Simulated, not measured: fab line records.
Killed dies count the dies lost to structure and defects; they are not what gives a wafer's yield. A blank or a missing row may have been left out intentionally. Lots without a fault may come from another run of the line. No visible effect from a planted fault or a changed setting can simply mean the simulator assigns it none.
Comparing a struck lot with a sound one | flow n5_finfet | 40 steps out of a route of 1938
Sound: these wafers, L154.1, L154.2, L154.3. Struck: wafers L160.2, L160.6 (left out: L160.1, a lot-mate that was not struck); the cause follows at the end.
At each step with rows: each side's tool, then ch and its chambers, then its first start. Under that, the readings that differ: sound wafers | struck wafers | difference of the means | sigmas: that difference in standard deviations of wafers without a fault.
alike: words and numbers the same on both sides, and readings whose means are apart by under 2 such deviations; not compared: readings that were withheld, readings missing a value for some wafer, numbers with overlapping values and no deviation given by the record, and bounds like >300 which may hide the same value.
A row with sigmas, a row that says differs or no value, or rows on one side alone: a step with any of these is where the two part. Non-overlapping numbers with no deviation appear without sigmas and do not part them. A reading that every wafer of one side lacks parts them only if that side has two wafers or more.

first, 12 steps without rows for these wafers: N5_HKMG_FIN_STRIP_93 (strips SOC in N2/H2, time 20 s); N5_HKMG_FIN_WET_ETCH_76 (etches Al2O3 in dNH4OH, stops on La2O3, target depth 2.25 nm, rinse time 30 s); N5_HKMG_FIN_STRIP_60 (strips in N2/H2, time 360 s); N5_HKMG_FIN_WET_ETCH_77 (etches La2O3 in dHCl, stops on HfO2, target depth 2 nm); N5_HKMG_FIN_WET_ETCH_78 (etches Al2O3 in dNH4OH, stops on La2O3, target depth 4.5 nm, rinse time 30 s); N5_HKMG_FIN_ALD_79 (deposits TiN, target thk 1.5 nm, pulse time 1 s, purge time 3 s); N5_HKMG_FIN_CVD_62 (deposits a-Si from Si2H6, target thk 3 nm, time 20.8 s); N5_HKMG_FIN_RTA_80 (time 2 s); N5_HKMG_FIN_PRECLEAN_64 (cleans in dHF, time 30 s); N5_HKMG_FIN_WET_ETCH_65 (etches a-Si in TMAH, stops on TiN, time 49 s, target depth 3 nm); N5_HKMG_FIN_WET_ETCH_81 (etches TiN in SC1, stops on HfO2, time 57 s, target depth 6 nm); N5_HKMG_FIN_WET_ETCH_82 (etches La2O3 in dHCl, stops on HfO2, target depth 2 nm, rinse time 30 s).
N5_HKMG_FIN_ALD_36: deposits TiN, target thk 1 nm, pulse time 1 s, purge time 3 s.
  sound on ald_metal-04 ch 1,2,3, day 7 09:53; struck on ald_metal-02 ch 0, day 8 18:31
  reading                                  | sound    | struck  | difference | sigmas
  ald_cycles                               | 47 47 47 | 66 66   | +19        |
  model.TiN_of_HKMG_FIN_ALD_36.thk_nm (nm) | 1 1 1    | 1.4 1.4 | +0.4       |
  alike: heater_power_outer_w, heater_power_w, precursor_pulse_height_rel, susceptor_temp_C
then, 25 steps without rows for these wafers: N5_HKMG_FIN_PWFM_ALD_03 (deposits TiN, target thk 2 nm, pulse time 1 s, purge time 3 s); N5_HKMG_FIN_COAT_29 (time 60 s, resist thk 300 nm); N5_HKMG_FIN_COAT_30 (time 60 s, resist thk 35 nm); N5_HKMG_FIN_COAT_06 (resist thk 90 nm); N5_HKMG_FIN_EBR_08; N5_HKMG_FIN_SOFTBAKE_07 (time 60 s); N5_HKMG_FIN_EXPOSE_09 (exposes mask NWFM); N5_HKMG_FIN_PEB_10 (peb time 60 s); N5_HKMG_FIN_DEVELOP_11 (develop time 30 s); N5_HKMG_FIN_DESCUM_17 (chemistry O2, time 7.9 s); N5_HKMG_FIN_ETCH_31 (etches SiARC in CF4, target depth 45.5 nm, time 75.8 s); N5_HKMG_FIN_ETCH_32 (etches SOC in N2/H2, target depth 240 nm, time 300 s); N5_HKMG_FIN_STRIP_33 (strips in N2/H2); N5_HKMG_FIN_STRIP_34 (strips in CF4); N5_HKMG_FIN_ETCH_35 (etches SOC in N2/H2, target depth 215.8 nm, time 243.4 s); N5_HKMG_FIN_STRIP_92 (strips SOC in N2/H2, time 20 s); N5_HKMG_FIN_WET_ETCH_18 (etches TiN in SC1, time 55 s, target depth 5.2 nm, rinse time 30 s); N5_HKMG_FIN_STRIP_19 (strips in N2/H2, time 360 s); N5_HKMG_FIN_ALD_91 (deposits TiN, target thk 1 nm, pulse time 1 s, purge time 3 s); N5_HKMG_FIN_COAT_85 (time 60 s, resist thk 300 nm); N5_HKMG_FIN_ETCH_86 (etches SOC in N2/H2, stops on TiN, target depth 393.2 nm); N5_HKMG_FIN_STRIP_89 (strips SOC in N2/H2, time 20 s); N5_HKMG_FIN_WET_ETCH_87 (etches TiN in SC1, time 154.2 s, target depth 4.7 nm, rinse time 30 s); N5_HKMG_FIN_STRIP_88 (strips in N2/H2, time 360 s); N5_HKMG_FIN_NWFM_ALD_20 (deposits TiAlC, target thk 2 nm, pulse time 3 s, purge time 2 s).
-- record jumps: 4 days separate the struck wafers' starts on either side; left off in module HKMG_FIN, taken up again in module BEOL_M4, whose first shown step is the route's number 1111 --
N5_BEOL_M4_RC_MEAS_101:
  sound on prober-02 ch 0, day 10 22:59; struck on prober-01 ch 0, day 12 14:44
  reading             | sound                      | struck           | difference | sigmas
  IOFF_P (nA/um)      | 0.21 0.14 0.26             | 0.31 0.41        | +0.16      | +3
  IOFF_P_LIN (nA/um)  | 0.102 0.078 0.117          | 0.145 0.179      | +0.063     | +4
  IOFF_P_LONG (nA/um) | 0.000118 0.000115 0.000109 | 0.000145 0.00014 | +0.000028  | +3
  VT_P (mV)           | -250 -253 -247             | -241 -236        | +12        | +3
  VT_P_LONG (mV)      | -273.2 -275.8 -272.9       | -266.1 -263.5    | +9.2       | +3
  VT_P_LVT (mV)       | -97.9 -102.6 -95.7         | -86.7 -82.8      | +14.0      | +5
  alike: DIBL_N, DIBL_P, IOFF_N, ION_N, ION_P, SS_N, SS_P, VT_N
-- record jumps: 4 days separate the struck wafers' starts on either side; left off in module BEOL_M4, taken up again in module PASSIVATION, whose first shown step is the route's number 1936 --
N5_PASSIVATION_PROBE_49:
  sound on prober-01 at day 15 03:32; struck on prober-01 at day 16 12:22
  reading                  | sound          | struck | difference | sigmas
  defect_limited_yield (%) | 93.0 94.2 91.3 | 89.3   | -3.5       | -3
  killed_at_M0_to_M3       | 26 21 38       | 55     | +27        | +2
  killed_dies              | 83 68 103      | 126    | +41        | +2
  killed_short             | 21 17 35       | 44     | +20        | +2
  sort_bin_4_leakage (%)   | 0 0 0          | 0.25   | +0.25      | +4
  sort_bin_5_function (%)  | 4.1 3.6 3.9    | 6.1    | +2.2       | +2
  sort_n_pass              | 1097 1112 1077 | 1051   | -44        | -2
  sort_yield_pct (%)       | 93.0 94.2 91.3 | 89.1   | -3.7       | -2
  alike: killed_at_M4_up, killed_at_contacts, killed_at_front_end, killed_at_other, killed_open, sort_bin_6_memory, sort_bin_8_speed

## WHERE THEY PART
Last at N5_PASSIVATION_PROBE_49 as far as this record goes, first at N5_BEOL_M4_RC_MEAS_101.

WHY: whatever the simulator had introduced
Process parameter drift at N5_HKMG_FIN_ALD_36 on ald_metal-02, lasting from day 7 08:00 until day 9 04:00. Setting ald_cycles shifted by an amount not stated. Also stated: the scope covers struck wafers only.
